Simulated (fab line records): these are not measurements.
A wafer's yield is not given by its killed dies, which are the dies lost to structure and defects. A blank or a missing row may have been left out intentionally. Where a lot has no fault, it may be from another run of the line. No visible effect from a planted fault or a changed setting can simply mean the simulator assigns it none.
Chamber matching -- flow nandHarc -- rieDiel-05 running NHARC_P_ZERO_WELL_ETCH_65: 4 sister chambers
The step etches the open film in N2/H2, target depth 80 nm, overetch 24 nm, time 87.88 s. 4 wafers are shown with their chamber, then 8 later ones without.

## WAFERS, EACH WITH ITS CHAMBER
wafer,chamber,showerheadPlenumPTorr (Torr)
L674.4,1,2.04
L678.1,3,2.14
L678.3,0,2.03
L680.1,2,1.92

## WAFERS WHOSE CHAMBER IS MISSING
wafer,showerheadPlenumPTorr (Torr)
L680.2,2.04
L680.6,2.04
L687.1,1.92
L687.3,2.02
L687.5,2.04
L689.2,2.04
L689.3,2.14
L689.4,1.92

## WHICH CHAMBER EACH WENT THROUGH
wafer,from the rows above,in truth
L680.2,1,1
L680.6,1,1
L687.1,2,2
L687.3,0,0
L687.5,1,1
L689.2,1,1
L689.3,3,3
L689.4,2,2
Placed correctly: 8 of 8. From these rows, 0 cannot be placed. Wrongly placed: 0.
How it was worked out, from the rows above alone: a wafer's distance from a chamber is the root of the sum, over the readings, of the square of ((its reading less the chamber's mean) divided by the reading's scatter). The wafer belongs to the nearest chamber; if the next one is less than 2 further off, it can't be placed. Each chamber's mean is taken over the wafers shown for it. The scatter: root of mean squared gap, hidden wafer to nearest shown wafer, with one shown wafer a chamber.
